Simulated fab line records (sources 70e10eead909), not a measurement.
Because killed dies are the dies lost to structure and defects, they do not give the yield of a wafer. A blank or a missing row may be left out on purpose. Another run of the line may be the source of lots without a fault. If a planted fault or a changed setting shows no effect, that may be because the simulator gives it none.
Chamber matching || flow nandHarc || NHARC_A_ZERO_WELL_ETCH_13 on rieSi-01: 4 sister chambers
The step etches the open film in HBr/Cl2, target depth 120 nm, time 40.1 s. 18 wafers are shown with their chamber, then 8 later ones without.

== WAFERS WITH THEIR CHAMBER ==
{"wafer": "L074.3", "chamber": 3, "drypumpMotorCurrentA (A)": 5.9, "oesProductAu (a.u.)": 0.997, "heBacksideLeakSccm (sccm)": 2.8}
{"wafer": "L074.4", "chamber": 2, "drypumpMotorCurrentA (A)": 4.8, "oesProductAu (a.u.)": 0.994, "heBacksideLeakSccm (sccm)": 2.7}
{"wafer": "L074.5", "chamber": 0, "drypumpMotorCurrentA (A)": 5.6, "oesProductAu (a.u.)": 0.997, "heBacksideLeakSccm (sccm)": 2.5}
{"wafer": "L076.1", "chamber": 2, "drypumpMotorCurrentA (A)": 4.8, "oesProductAu (a.u.)": 0.989, "heBacksideLeakSccm (sccm)": 2.5}
{"wafer": "L076.2", "chamber": 3, "drypumpMotorCurrentA (A)": 5.9, "oesProductAu (a.u.)": 1.007, "heBacksideLeakSccm (sccm)": 2.9}
{"wafer": "L076.5", "chamber": 0, "drypumpMotorCurrentA (A)": 5.6, "oesProductAu (a.u.)": 1.011, "heBacksideLeakSccm (sccm)": 2.6}
{"wafer": "L077.2", "chamber": 1, "drypumpMotorCurrentA (A)": 5.1, "oesProductAu (a.u.)": 0.988, "heBacksideLeakSccm (sccm)": 2.9}
{"wafer": "L077.4", "chamber": 0, "drypumpMotorCurrentA (A)": 5.6, "oesProductAu (a.u.)": 1.006, "heBacksideLeakSccm (sccm)": 2.4}
{"wafer": "L077.6", "chamber": 3, "drypumpMotorCurrentA (A)": 6.0, "oesProductAu (a.u.)": 1.005, "heBacksideLeakSccm (sccm)": 2.7}
{"wafer": "L078.1", "chamber": 3, "drypumpMotorCurrentA (A)": 5.9, "oesProductAu (a.u.)": 0.998, "heBacksideLeakSccm (sccm)": 2.6}
{"wafer": "L078.4", "chamber": 0, "drypumpMotorCurrentA (A)": 5.6, "oesProductAu (a.u.)": 0.999, "heBacksideLeakSccm (sccm)": 2.6}
{"wafer": "L079.2", "chamber": 3, "drypumpMotorCurrentA (A)": 5.9, "oesProductAu (a.u.)": 1.006, "heBacksideLeakSccm (sccm)": 2.9}
{"wafer": "L079.5", "chamber": 0, "drypumpMotorCurrentA (A)": 5.6, "oesProductAu (a.u.)": 1.015, "heBacksideLeakSccm (sccm)": 2.7}
{"wafer": "L079.6", "chamber": 1, "drypumpMotorCurrentA (A)": 5.1, "oesProductAu (a.u.)": 0.990, "heBacksideLeakSccm (sccm)": 2.6}
{"wafer": "L082.1", "chamber": 2, "drypumpMotorCurrentA (A)": 4.9, "oesProductAu (a.u.)": 0.988, "heBacksideLeakSccm (sccm)": 2.6}
{"wafer": "L082.5", "chamber": 3, "drypumpMotorCurrentA (A)": 6.0, "oesProductAu (a.u.)": 0.998, "heBacksideLeakSccm (sccm)": 3.0}
{"wafer": "L082.6", "chamber": 2, "drypumpMotorCurrentA (A)": 4.8, "oesProductAu (a.u.)": 0.976, "heBacksideLeakSccm (sccm)": 2.6}
{"wafer": "L089.2", "chamber": 3, "drypumpMotorCurrentA (A)": 5.9, "oesProductAu (a.u.)": 0.996, "heBacksideLeakSccm (sccm)": 2.9}

SIGNATURES (means of the wafers above)
{"reading": "drypumpMotorCurrentA", "chamber 0": 5.600, "chamber 1": 5.100, "chamber 2": 4.825, "chamber 3": 5.929, "scatter within a chamber": 0.0394}
{"reading": "oesProductAu", "chamber 0": 1.00560, "chamber 1": 0.98900, "chamber 2": 0.98675, "chamber 3": 1.00100, "scatter within a chamber": 0.00626}
{"reading": "heBacksideLeakSccm", "chamber 0": 2.560, "chamber 1": 2.750, "chamber 2": 2.600, "chamber 3": 2.829, "scatter within a chamber": 0.129}
Rule: for a wafer and a chamber, the distance is found by dividing, reading by reading, the gap between the wafer's reading and the chamber's mean by the reading's scatter, squaring, summing and taking the root. The wafer belongs to the nearest chamber; if the next one is less than 2 further off, it can't be placed. The scatter is the square root of a quotient: the sum, over the shown wafers, of each reading's squared deviation from its chamber's mean, divided by wafers minus chambers.

== WAFERS WITHOUT THEIR CHAMBER ==
{"wafer": "L089.3", "drypumpMotorCurrentA (A)": 5.6, "oesProductAu (a.u.)": 0.993, "heBacksideLeakSccm (sccm)": 2.6}
{"wafer": "L089.6", "drypumpMotorCurrentA (A)": 4.8, "oesProductAu (a.u.)": 0.986, "heBacksideLeakSccm (sccm)": 2.6}
{"wafer": "L094.1", "drypumpMotorCurrentA (A)": 5.1, "oesProductAu (a.u.)": 0.994, "heBacksideLeakSccm (sccm)": 2.7}
{"wafer": "L094.3", "drypumpMotorCurrentA (A)": 4.9, "oesProductAu (a.u.)": 0.992, "heBacksideLeakSccm (sccm)": 2.7}
{"wafer": "L094.4", "drypumpMotorCurrentA (A)": 6.0, "oesProductAu (a.u.)": 1.014, "heBacksideLeakSccm (sccm)": 2.9}
{"wafer": "L096.1", "drypumpMotorCurrentA (A)": 5.1, "oesProductAu (a.u.)": 1.003, "heBacksideLeakSccm (sccm)": 2.7}
{"wafer": "L096.3", "drypumpMotorCurrentA (A)": 4.8, "oesProductAu (a.u.)": 0.994, "heBacksideLeakSccm (sccm)": 2.6}
{"wafer": "L096.6", "drypumpMotorCurrentA (A)": 5.6, "oesProductAu (a.u.)": 0.991, "heBacksideLeakSccm (sccm)": 2.6}

== WHICH CHAMBER EACH WENT THROUGH ==
{"wafer": "L089.3", "from the rows above": 0, "in truth": 0}
{"wafer": "L089.6", "from the rows above": 2, "in truth": 2}
{"wafer": "L094.1", "from the rows above": 1, "in truth": 1}
{"wafer": "L094.3", "from the rows above": 2, "in truth": 2}
{"wafer": "L094.4", "from the rows above": 3, "in truth": 3}
{"wafer": "L096.1", "from the rows above": 1, "in truth": 1}
{"wafer": "L096.3", "from the rows above": 2, "in truth": 2}
{"wafer": "L096.6", "from the rows above": 0, "in truth": 0}
Correct placement for 8 of the 8. Can't be placed from these rows: 0. 0 placed wrongly.
